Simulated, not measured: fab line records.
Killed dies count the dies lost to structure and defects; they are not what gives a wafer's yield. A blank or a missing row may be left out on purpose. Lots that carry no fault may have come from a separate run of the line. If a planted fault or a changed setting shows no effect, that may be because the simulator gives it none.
Which tool did it?    flow n5-finfet    12 lots, 36 wafers sampled, at 2 steps of a route of 1938

== WHAT EACH GAUGE READ, for each wafer ==
N5_BEOL_M7_THK_MEAS_53: measures by xrf.
lot   measured      on             M7_THK (nm)
L075  day 9 15:47   film-metro-02  79.4 78.8 79.8
L077  day 9 20:01   film-metro-01  83.6 81.7 79.8
L079  day 10 03:44  film-metro-01  84.1 81.4 82.3
L080  day 10 21:56  film-metro-01  79.5 81.8 80.5
L083  day 11 16:43  film-metro-01  82.9 82.2 82.6
L086  day 12 03:19  film-metro-02  83.8 79.6 81.5
L088  day 12 11:38  film-metro-01  84.1 85.1 81.2
L089  day 12 18:07  film-metro-01  83.5 83.9 81.5
L090  day 13 18:42  film-metro-02  80.2 79.1 79.1
L093  day 14 00:07  film-metro-01  79.6 81.9 81.6
L096  day 14 13:18  film-metro-02  78.5 78.9 81.6
L097  day 14 22:59  film-metro-01  80.4 79.9 80.6

== EACH LOT AND THE TOOL THAT RAN IT (in order: tool; ch and the chambers of the sampled wafers; start) ==
lot   N5_BEOL_M7_STRIP_67
L075  rie-diel-02 ch 0,2,3, day 9 08:48
L077  rie-diel-02 ch 2,3, day 9 16:08
L079  rie-diel-02 ch 0,1,2, day 9 21:04
L080  rie-diel-03 ch 1,2, day 10 17:38
L083  rie-diel-05 ch 1,2, day 11 10:46
L086  rie-diel-03 ch 0,1, day 11 20:41
L088  rie-diel-02 ch 1,2,3, day 12 07:43
L089  rie-diel-03 ch 0,1,3, day 12 13:58
L090  rie-diel-03 ch 1,2,3, day 13 12:22
L093  rie-diel-02 ch 0,2,3, day 13 19:32
L096  rie-diel-05 ch 0,3, day 14 09:13
L097  rie-diel-03 ch 0,1,2, day 14 19:23
- N5_BEOL_M7_STRIP_67: strips in CF4.

== THE ANSWER, worked out from the rows above alone ==
Rule: the lots themselves supply what counts as usual. Put in order of their means at a reading, lots are off if they are a third of the lots or fewer, leave a main group of 4 or more, and stand apart from it by a gap of 3 or more times the standard deviation of the main group's means; of several such gaps the widest counts. The tables above print the reading to a certain number of digits; a main group whose means all agree to those digits is not used. A lot without any number at a reading at which 4 lots or more have one is off too. The other lots that the step has rows for count as sound.
No lot is off at any reading shown: from this, nothing can be told.

== WHAT THE SIMULATOR PUT IN ==
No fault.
